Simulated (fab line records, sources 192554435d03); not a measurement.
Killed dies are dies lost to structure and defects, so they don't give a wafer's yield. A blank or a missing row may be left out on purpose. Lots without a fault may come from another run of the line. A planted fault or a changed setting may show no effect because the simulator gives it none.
fab line records | flow n5_finfet
record lots=5 wafers=15 last_day=19
route steps=1938 shown MOL_CONTACT_COAG@547 PASSIVATION@1936
lots that met no fault: from a run of the same line without faults
start_h: hours from the record's first day to the start of the lot's first wafer shown | wait_h: hours since the lot's step before | " the same as in the row above | L1.1+2: a row that stands for several wafers | - no value, or no start given | * or withheld: withheld | < > ~ a bound
route shown NAME@n: a module of which the file shows steps, and the number in the route of the first | usual: mean/standard deviation of fault-free wafers | same: alike in all rows | chamber/n: place in a boat | sites: the reading at each site | _std_site: their standard deviation | _edge_site: outer sites' mean less inner sites' | radius_mm: how far each site lies from the wafer's centre | mask NAME#n: copy n | behind: the tool/chamber that last shaped the wafer | hold: why the lot was held/for how many hours/how that ended | device: the transistor (n, p or np) that didn't switch | end of line: the same wafers' tests at the end of the route | a step without rows: its recipe alone | killed: dies lost to structure and defects at the first sort, not the wafer's yield | map: a wafer's dies, x killed, . not, _ none there
set.NAME: the setting as run; set.NAME@STEP: as run at that earlier step | model.NAME: the simulator's own value behind a step, which no gauge read
lots at some steps of the route; a table a step, a row a wafer
services: from which hour (start_h, from the record's first day; less than 0 if before it) a tool's chamber was out of use, for how many hours, and why
## steps
# step N5_MOL_CONTACT_COAG_SPUTTER_143
# recipe material=Co target_thk_a=25 temp_c=25 chamber_pressure_pa=0.2
# usual chamber_pressure_pa=0.2000/0.00041 throttle_valve_pct=30.7/0.97
# columns lot.wafer tool chamber start_h wait_h chamber_pressure_pa throttle_valve_pct
L853.4 pvd_sputter-02 - 124.03 0.0 0.1997 30.0
L853.5 " - " " 0.2001 31.6
L853.6 " - " " 0.1996 30.1
L859.2 pvd_sputter-02 - 151.26 0.0 0.2001 32.4
L859.3 " - " " 0.2000 30.3
L859.5 " - " " 0.1994 30.0
L866.1 pvd_sputter-02 - 195.31 0.0 0.2007 31.7
L866.2 " - " " 0.1995 29.9
L866.5 " - " " 0.2005 30.0
L870.2 pvd_sputter-01 - 225.40 0.0 0.2001 32.1
L870.3 " - " " 0.1996 30.7
L870.6 " - " " 0.2000 30.5
L871.1 pvd_sputter-03 - 231.93 0.0 0.1999 30.4
L871.2 " - " " 0.2001 28.7
L871.4 " - " " 0.2000 31.2
# step N5_MOL_CONTACT_COAG_CO_FILL_22
# recipe material=Co target_thk_a=200 temp_c=200 precursor=CCTBA/H2 pressure_torr=30
# usual heater_power_w=230/14
# columns lot.wafer tool chamber start_h wait_h heater_power_w
L853.4 cvd_co-02 0 125.02 0.9 238
L853.5 " 0 " " 236
L853.6 " 0 " " 232
L859.2 cvd_co-02 1 151.39 0.1 238
L859.3 " 2 " " 215
L859.5 " 2 " " 214
L866.1 cvd_co-02 1 195.43 0.1 234
L866.2 " 2 " " 212
L866.5 " 1 " " 234
L870.2 cvd_co-02 2 225.54 0.1 212
L870.3 " 1 " " 238
L870.6 " 0 " " 230
L871.1 cvd_co-02 2 232.05 0.1 212
L871.2 " 1 " " 236
L871.4 " 1 " " 230
# step N5_MOL_CONTACT_COAG_ANNEAL_113
# recipe temp_c=400 time_s=300 ambient=H2/N2
# usual lamp_power_pct=2.78/0.12 wafer_temp_C_max=402.0/0.47
# same time_s=300
# columns lot.wafer tool chamber start_h wait_h lamp_power_pct wafer_temp_C_max
L853.4 rtp_anneal-02 0 126.37 1.1 2.71 401.7
L853.5 " 0 " " 2.70 403.5
L853.6 " 0 " " 2.71 401.8
L859.2 rtp_anneal-02 0 152.22 0.5 2.71 402.7
L859.3 " 0 " " 2.71 402.5
L859.5 " 0 " " 2.71 402.1
L866.1 rtp_anneal-02 0 196.06 0.3 2.71 401.4
L866.2 " 0 " " 2.71 402.5
L866.5 " 0 " " 2.71 402.3
L870.2 rtp_anneal-02 0 226.45 0.6 2.71 402.2
L870.3 " 0 " " 2.71 402.3
L870.6 " 0 " " 2.71 402.5
L871.1 rtp_anneal-02 0 232.84 0.5 2.71 401.7
L871.2 " 0 " " 2.71 402.3
L871.4 " 0 " " 2.71 402.2
# step N5_MOL_CONTACT_COAG_PRE_CLEAN_142
# recipe gas=H2/He time_s=60 temp_c=300
# step N5_MOL_CONTACT_COAG_SPUTTER_130
# recipe material=Co target_thk_a=475 temp_c=25 chamber_pressure_pa=0.5 power_w=3000
# usual chamber_pressure_pa=0.5000/0.00096 throttle_valve_pct=30.8/0.98
# columns lot.wafer tool chamber start_h wait_h chamber_pressure_pa throttle_valve_pct
L853.4 pvd_sputter-02 - 127.36 0.0 0.5007 30.0
L853.5 " - " " 0.5017 31.3
L853.6 " - " " 0.5000 30.2
L859.2 pvd_sputter-03 - 153.95 0.0 0.4993 28.8
L859.3 " - " " 0.5007 31.3
L859.5 " - " " 0.4993 30.6
L866.1 pvd_sputter-03 - 197.18 0.0 0.4999 30.7
L866.2 " - " " 0.5007 29.0
L866.5 " - " " 0.5012 31.3
L870.2 pvd_sputter-03 - 228.89 0.0 0.4981 30.7
L870.3 " - " " 0.5002 28.7
L870.6 " - " " 0.4984 30.7
L871.1 pvd_sputter-03 - 233.95 0.0 0.5023 30.2
L871.2 " - " " 0.5007 28.8
L871.4 " - " " 0.5005 30.8
# step N5_MOL_CONTACT_COAG_PRECLEAN_125
# recipe chemistry=DIW time_s=57.5 temp_c=23
# step N5_MOL_CONTACT_COAG_SRD_126
# recipe dry_time_s=32 dry=n2_spin spin_rpm=1500
# step N5_MOL_CONTACT_COAG_CMP_23
# recipe stop_on=SiO2 t_overpolish_s=1.5 post_cmp_clean=cu_alkaline down_force_psi=2 platen_rpm=50.289 pad_velocity_m_s=1.0006 target_thk_nm=0
# usual edge_zone_pressure_frac=1.000/0.0059 head_pressure_psi=2.001/0.0042 motor_current_A=7.8/1 overpolish_run_s=1.500/0.01 time_to_endpoint_s=9.2/2.2
# columns lot.wafer tool chamber start_h wait_h edge_zone_pressure_frac head_pressure_psi motor_current_A overpolish_run_s time_to_endpoint_s
L853.4 cmp-03 2 127.66 0.1 0.997 2.002 8.3 1.488 8.9
L853.5 " 3 " " 1.006 2.007 6.4 1.498 10.7
L853.6 " 0 " " 1.002 2.002 10.4 1.501 9.9
L859.3 cmp-01 1 154.21 0.1 0.998 2.000 8.2 1.487 11.7
L859.2 " 2 " " 1.004 1.999 7.1 1.494 9.5
L859.5 " 0 " " 0.996 2.002 7.2 1.492 8.4
L866.1 cmp-03 1 197.36 0.0 1.009 2.002 7.9 1.506 6.8
L866.2 " 2 " " 1.004 2.004 8.1 1.497 5.4
L866.5 " 1 " " 1.003 2.005 8.2 1.500 4.1
L870.2 cmp-03 2 229.11 0.1 1.003 2.004 8.6 1.496 6.1
L870.3 " 3 " " 1.000 1.996 6.6 1.503 11.2
L870.6 " 1 " " 1.006 2.008 7.7 1.488 11.3
L871.4 cmp-02 0 234.17 0.1 1.009 1.999 9.1 1.492 8.6
L871.2 " 1 " " 1.011 2.004 6.8 1.506 8.2
L871.1 " 2 " " 1.002 2.007 7.6 1.503 5.3
# step N5_MOL_CONTACT_COAG_WET_ETCH_26
# recipe target=Co target_depth_nm=13
# step N5_MOL_CONTACT_COAG_WET_ETCH_116
# recipe chemistry=SC1-inhibited target_depth_nm=4.6 dry=ipa_marangoni rinse_time_s=30 rinse_temp_c=23
# step N5_MOL_CONTACT_COAG_ALD_27
# recipe material=SiOC target_thk_a=170 temp_c=400 ald_precursor_family=carbosiloxane ald_co_reactant=H2-plasma pulse_time_s=1.5 time_s=2720 purge_time_s=2 co_reactant_purge_time_s=2 ald_cycles=340 pressure_torr=2
# usual heater_power_w=866/94 precursor_pulse_height_rel=0.999/0.02
# same time_s=2720
# columns lot.wafer tool chamber start_h wait_h heater_power_w precursor_pulse_height_rel
L853.4 ald_sin-01 1 128.37 0.0 897 1.018
L853.5 " 3 " " 982 0.943
L853.6 " 0 " " 940 0.992
L859.2 ald_sin-03 0 154.97 0.0 844 0.984
L859.3 " 3 " " 745 0.994
L859.5 " 0 " " 809 1.012
L866.1 ald_sin-01 2 198.34 0.2 820 0.998
L866.2 " 3 " " 992 1.011
L866.5 " 3 " " 972 0.996
L870.2 ald_sin-03 2 229.94 0.0 800 0.986
L870.3 " 1 " " 968 1.001
L870.6 " 1 " " 966 1.030
L871.1 ald_sin-03 3 235.00 0.0 744 0.995
L871.2 " 0 " " 813 1.028
L871.4 " 2 " " 821 1.009
# step N5_MOL_CONTACT_COAG_CMP_28
# recipe stop_on=SiNx t_overpolish_s=0.85 post_cmp_clean=alkaline_brush down_force_psi=4.15 platen_rpm=51.8 pad_velocity_m_s=1.0307 target_thk_nm=14.522
# step N5_MOL_CONTACT_COAG_THK_MEAS_29
# recipe reads=SiNx_of_GATE_CUT_PECVD_57+SiNx_of_GATE_CUT_SAC_CAP_01
# usual MD_CAP_THK=17.93/0.081
# columns lot.wafer tool chamber start_h wait_h MD_CAP_THK[nm]
L853.4 film_metro-01 - 130.24 - 17.94
L853.5 " - " " 17.93
L853.6 " - " " 18.01
L859.2 film_metro-01 - 156.84 - 18.00
L859.3 " - " " 17.97
L859.5 " - " " 17.93
L866.1 film_metro-01 - 200.21 - 17.90
L866.2 " - " " 17.98
L866.5 " - " " 17.91
L870.2 film_metro-02 - 231.80 - 17.87
L870.3 " - " " 17.98
L870.6 " - " " 17.87
L871.1 film_metro-01 - 236.86 - 17.87
L871.2 " - " " 17.96
L871.4 " - " " 18.08
# step N5_MOL_CONTACT_COAG_ALD_123
# recipe material=SiNx target_thk_a=50 temp_c=400 ald_precursor_family=SiH2I2 ald_co_reactant=N2/H2-plasma pulse_time_s=1 purge_time_s=2 co_reactant_purge_time_s=2 ald_cycles=100 pressure_torr=2
# step N5_MOL_CONTACT_COAG_PECVD_31
# recipe material=SiO2 target_thk_a=460 temp_c=400 precursor=TEOS/O2 pressure_torr=6.5 rf_w=withheld teos_flow_sccm=withheld gas=O2 flow_sccm=2650 time_s=8.9
# step N5_MOL_CONTACT_COAG_COAT_75
# recipe resist=SOC temp_c=250 time_s=60 spin_rpm=1500 resist_thk_nm=60
# step N5_MOL_CONTACT_COAG_COAT_76
# recipe resist=SiARC temp_c=220 time_s=60 spin_rpm=1500 resist_thk_nm=10
# step N5_MOL_CONTACT_COAG_COAT_77
# recipe resist=underlayer temp_c=205 time_s=60 spin_rpm=1500 resist_thk_nm=10
# step N5_MOL_CONTACT_COAG_COAT_78
# recipe resist=CAR-EUV spin_rpm=1500 resist_thk_nm=40
# step N5_MOL_CONTACT_COAG_EBR_80
# recipe solvent=PGMEA ebr_width_mm=1.5
# step N5_MOL_CONTACT_COAG_SOFTBAKE_79
# recipe temp_c=110 time_s=60 resist=CAR-EUV
# step N5_MOL_CONTACT_COAG_EXPOSE_81
# recipe mask_id=VG na=0.33 source_shape=annular sigma_inner=0.3 sigma_outer=0.7 polarization=unpolarized defocus_nm=0 dose_mj=59.5
# step N5_MOL_CONTACT_COAG_PEB_82
# recipe peb_temp_c=100 peb_time_s=60 resist=CAR-EUV
# step N5_MOL_CONTACT_COAG_DEVELOP_83
# recipe develop_time_s=30 developer=TMAH resist=CAR-EUV rinse_liquid=surfactant_rinse dry=air_spin dev_temp_c=23
# step N5_MOL_CONTACT_COAG_CD_MEAS_84
# recipe target_cd_nm=25.1 landing_energy_ev=500 detector=se_inlens polarity=opening
# usual cd_nm=25.06/0.22
# columns lot.wafer tool chamber start_h wait_h cd_nm
L853.4 cd_sem-03 0 132.47 - 25.21
L853.5 " 0 " " 25.35
L853.6 " 0 " " 25.13
L859.2 cd_sem-01 0 158.12 - 25.03
L859.3 " 0 " " 25.08
L859.5 " 0 " " 24.75
L866.1 cd_sem-02 0 201.08 - 24.86
L866.2 " 0 " " 24.99
L866.5 " 0 " " 24.92
L870.2 cd_sem-03 0 232.80 - 25.11
L870.3 " 0 " " 25.08
L870.6 " 0 " " 25.13
L871.1 cd_sem-03 0 237.87 - 24.68
L871.2 " 0 " " 25.23
L871.4 " 0 " " 25.28
# step N5_MOL_CONTACT_COAG_OVL_MEAS_85
# recipe points_per_wafer=522
# usual VG_OVL=-0.6/0.8
# columns lot.wafer tool chamber start_h wait_h VG_OVL[nm]
L853.4 overlay-01 0 132.51 0.0 -1.1
L853.5 " 0 " " -1.1
L853.6 " 0 " " -2.5
L859.2 overlay-01 0 158.15 0.0 0.1
L859.3 " 0 " " -0.6
L859.5 " 0 " " -0.1
L866.1 overlay-02 0 201.11 0.0 -0.7
L866.2 " 0 " " -1.4
L866.5 " 0 " " -0.4
L870.2 overlay-01 0 232.84 0.0 0.4
L870.3 " 0 " " -0.3
L870.6 " 0 " " 0.9
L871.1 overlay-01 0 237.90 0.0 0.0
L871.2 " 0 " " -1.1
L871.4 " 0 " " -0.5
# step N5_MOL_CONTACT_COAG_DESCUM_88
# recipe chemistry=O2 time_s=7 source_power_w=50 bias_power_w=20 pressure_mtorr=20 rf_frequency_hz=2.712e+07 temp_c=40 resist=CAR-EUV o2_flow_sccm=225
# step N5_MOL_CONTACT_COAG_ETCH_89
# recipe chemistry=N2/H2 target=underlayer target_depth_a=130 mask_material=CAR-EUV time_s=10.4 ion_energy_ev=200 pressure_mtorr=30 source_w=840 bias_w=150 n2_flow_sccm=200 h2_flow_sccm=200 ends=cleared
# step N5_MOL_CONTACT_COAG_ETCH_90
# recipe chemistry=CF4 target=SiARC target_depth_a=130 mask_material=CAR-EUV time_s=21.7 ion_energy_ev=80 pressure_mtorr=40 source_w=545 bias_w=36 Ar_flow_sccm=100 cf4_flow_sccm=100 ends=cleared
# step N5_MOL_CONTACT_COAG_ALD_131
# recipe material=SiO2 target_thk_a=50 temp_c=100 ald_precursor_family=BDEAS ald_co_reactant=O2-plasma pulse_time_s=1 co_reactant_pulse_time_s=1 purge_time_s=2 co_reactant_purge_time_s=2 ald_cycles=35 pressure_torr=2
# step N5_MOL_CONTACT_COAG_ETCHBACK_132
# recipe chemistry=CHF3 target=SiO2 target_depth_a=100 time_s=6.7 ion_energy_ev=200 pressure_mtorr=30 source_w=610 bias_w=170 Ar_flow_sccm=200 CHF3_flow_sccm=50
# step N5_MOL_CONTACT_COAG_ETCH_91
# recipe chemistry=N2/H2 target=SOC target_depth_a=600 overetch_a=210 mask_material=SiARC temp_c=40 time_s=101.2 ion_energy_ev=200 pressure_mtorr=30 source_w=840 bias_w=150 n2_flow_sccm=200 h2_flow_sccm=200
# step N5_MOL_CONTACT_COAG_STRIP_92
# recipe chemistry=N2/H2 temp_c=40 n2_flow_sccm=200 h2_flow_sccm=200 rf_frequency_hz=6e+07
# step N5_MOL_CONTACT_COAG_STRIP_93
# recipe chemistry=N2/H2 temp_c=40 n2_flow_sccm=200 h2_flow_sccm=200 rf_frequency_hz=6e+07
# step N5_MOL_CONTACT_COAG_ETCHBACK_135
# recipe chemistry=CHF3 target=SiO2 target_depth_a=250 time_s=16.7 ion_energy_ev=200 pressure_mtorr=30 source_w=610 bias_w=170 Ar_flow_sccm=200 CHF3_flow_sccm=50
# step N5_MOL_CONTACT_COAG_STRIP_118
# recipe chemistry=CHF3 resist=SiARC rf_frequency_hz=6e+07
# step N5_MOL_CONTACT_COAG_VIA_ETCH_46
# recipe chemistry=C4F6/O2 target_depth_a=460 overetch_a=92 mask_material=SOC target=SiO2 bias_w=455 pressure_mtorr=10 time_s=40 source_w=325 Ar_flow_sccm=300 C4F6_flow_sccm=10 O2_flow_sccm=10 ion_energy_ev=575.3 ends=end_point
# step N5_MOL_CONTACT_COAG_STRIP_96
# recipe chemistry=N2/H2 power_w=500 temp_c=40 pressure_mtorr=50 rf_frequency_hz=6e+07 overash_fraction=0.3 bias_power_w=28 h2_frac=0.5 n2_flow_sccm=300 h2_flow_sccm=300
# step N5_MOL_CONTACT_COAG_ETCH_47
# recipe chemistry=CH3F/O2 target=SiNx target_depth_a=270 mask_material=SiO2 stop_on=W over_etch_frac=0.2 ion_energy_ev=120 endpoint=OES-CN pressure_mtorr=30 source_w=395 bias_w=73 Ar_flow_sccm=150 CH3F_flow_sccm=30 O2_flow_sccm=20 ends=end_point
# step N5_PASSIVATION_PROBE_49
# usual killed_at_M0_to_M3=36/11 killed_at_M4_up=14/5.2 killed_at_contacts=12/6.1 killed_at_front_end=40/12 killed_at_other=3.2/2.5 killed_dies=105/16 killed_on_rim=14/4.4 killed_open=68/12 killed_short=35/8.7
# same gross_dies=1180 killed_at_back_side=0
# columns lot.wafer tool chamber start_h wait_h killed_at_M0_to_M3 killed_at_M4_up killed_at_contacts killed_at_front_end killed_at_other killed_dies killed_on_rim killed_open killed_short
L866.1 prober-01 - 387.66 0.0 33 15 160 39 0 247 14 74 29
# killed by level:class
L866.1 MOL_CONTACT_COAG:unspecified=142 MOL_CONTACT_COAG:geometric_particle:open=15 STI_FIN_REVEAL:geometric_particle:open=14 BEOL_M0_SAQP:geometric_particle:short=9 FIN_SAQP:geometric_particle:open=7 BEOL_M4:geometric_particle:open=6 FIN_SAQP:geometric_particle:short=5 BEOL_M2:geometric_particle:open=5
# map L866.1 (x killed, . not)
_________________............________________
______________...x.....x........_____________
___________......x......x..........__________
__________.................x.x......_________
________........x..................x.x_______
_______........xx......................______
______..x.........x.................xx.._____
_____.............x....x....x..x.........____
____.............................x...x....___
___....x..................x..........xx....__
___..x....x...........x....................__
__......xx....x............................._
__.x...x...x...x............x.........xx..x._
_x........x.........xx..........x............
_....xxx....x.......x........xx..............
_......x.............................x....x..
_...................x....x.........x...x.....
_.......x...........x..x......x....x.........
_................xxxxxx.xx...............x...
_............xxxxx.xxxxxxx.x.................
_..x...........xxxxxxxxxxxxxx................
__...........x..xxxxxxxxxxxxx.......x......x_
__xx..........xxxxxxxxxxxxxxx..x....x......._
___....x....x.x.xxxxxxxxxxxxx............x.__
___....x......xxxxxxxxxxxxxxxx.....x.......__
____..x.......xxxxxxxxxxxxxxx.x....x......___
_____.......xx.xxxxxxxxxxxxxx....x.....x.____
______...xx.....xxxxxxxxxxx..x....x....._____
_______.x......x..xx.xx.xxx......xx....______
________.........x...xxxx............._______
__________..x....x....x.........x.x._________
___________..............x.........__________
______________.x................_____________
_________________...x...x..x.________________
# map L853.5 (x killed, . not)
_________________........x.x.________________
______________..xx.x.x.........._____________
___________.......xx.......x..x....__________
__________....x.......x...........x._________
________......x.................x....._______
_______..x......x......x.x........x.x.x______
______.x......x...xxx.................x._____
_____.x.....x......x..............xx..x..____
____..x....xx..........x.......x..........___
___........x...............................__
___.........x................x.....x...x...__
__..........................x.......x......x_
__x.x.....x......................x.x......x._
_x...........x...............................
_...x.......x................................
_.x...............................x..........
_....x......x................................
_...............xx...................x.......
_.....xxxx.x.................x..x..x.x.......
_.....x................x....x.......x........
_.....x......................................
__.......x..x.........x...................x._
__.x.x..............x......x................_
___....x...........x......................x__
___..x..x.....x......x..............x......__
____..xx........x....x....................___
_____...x................x...............____
______x...xx.......x...............x.x.._____
_______.........x.......x..............______
________.x.........................x.._______
__________..................x...x..._________
___________x.........x...xxx.......__________
______________..........x......._____________
_________________..........x.________________
## services
# columns tool chamber start_h hours kind
cmp-02 - 110.64 4.0 pm
cmp-01 - 113.90 7.3 pm
cvd_co-02 1 114.67 - clean
cvd_co-02 1 114.67 22.0 scheduled_down
cvd_co-02 1 114.67 22.0 vent_cycle
cvd_co-02 2 119.44 5.6 repair
ald_sin-03 - 126.49 14.6 pm
cmp-02 - 132.78 1.0 repair
cvd_co-02 - 135.12 4.3 pm
rtp_anneal-02 - 161.36 4.3 pm
cvd_co-02 - 163.65 6.9 pm
pvd_sputter-03 - 168.35 2.5 repair
cmp-03 - 173.24 4.4 repair
ald_sin-03 - 176.75 14.0 pm
ald_sin-03 0 176.75 14.0 vent_cycle
ald_sin-03 1 176.75 14.0 vent_cycle
ald_sin-03 2 176.75 14.0 vent_cycle
ald_sin-03 3 176.75 14.0 vent_cycle
ald_sin-03 - 190.75 6.0 pm
ald_sin-03 0 190.75 - clean
cmp-02 - 190.77 2.5 repair
ald_sin-01 2 202.06 4.0 repair
cmp-03 - 203.97 4.0 pm
ald_sin-01 3 233.46 13.0 repair
## key
first_sign step=N5_PASSIVATION_PROBE_49 reading=killed_at_contacts direction=up sigmas=24 usual=12 struck=160
effect step=N5_PASSIVATION_PROBE_49 reading=killed_dies direction=up sigmas=8.6 usual=105 struck=247
more_kills_born_at N5_MOL_CONTACT_COAG_ALD_27@ald_sin-01=142
met_at N5_MOL_CONTACT_COAG_ALD_27
struck_wafers L866.1
tester_left_out L866
fault kind=chamber_particle_source tool=ald_sin-01 chamber=2 onset_h=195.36 steps=N5_MOL_CONTACT_COAG_ALD_27 rate_per_visit_cm2=1.2779 end_h=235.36
# tester_left_out: of these lots the tester's yield and bins aren't shown, on N5 and GAA mostly nor the transistor test; their killed dies are dies lost to structure and defects alone, not to doping, threshold or leakage, so they don't give the yield
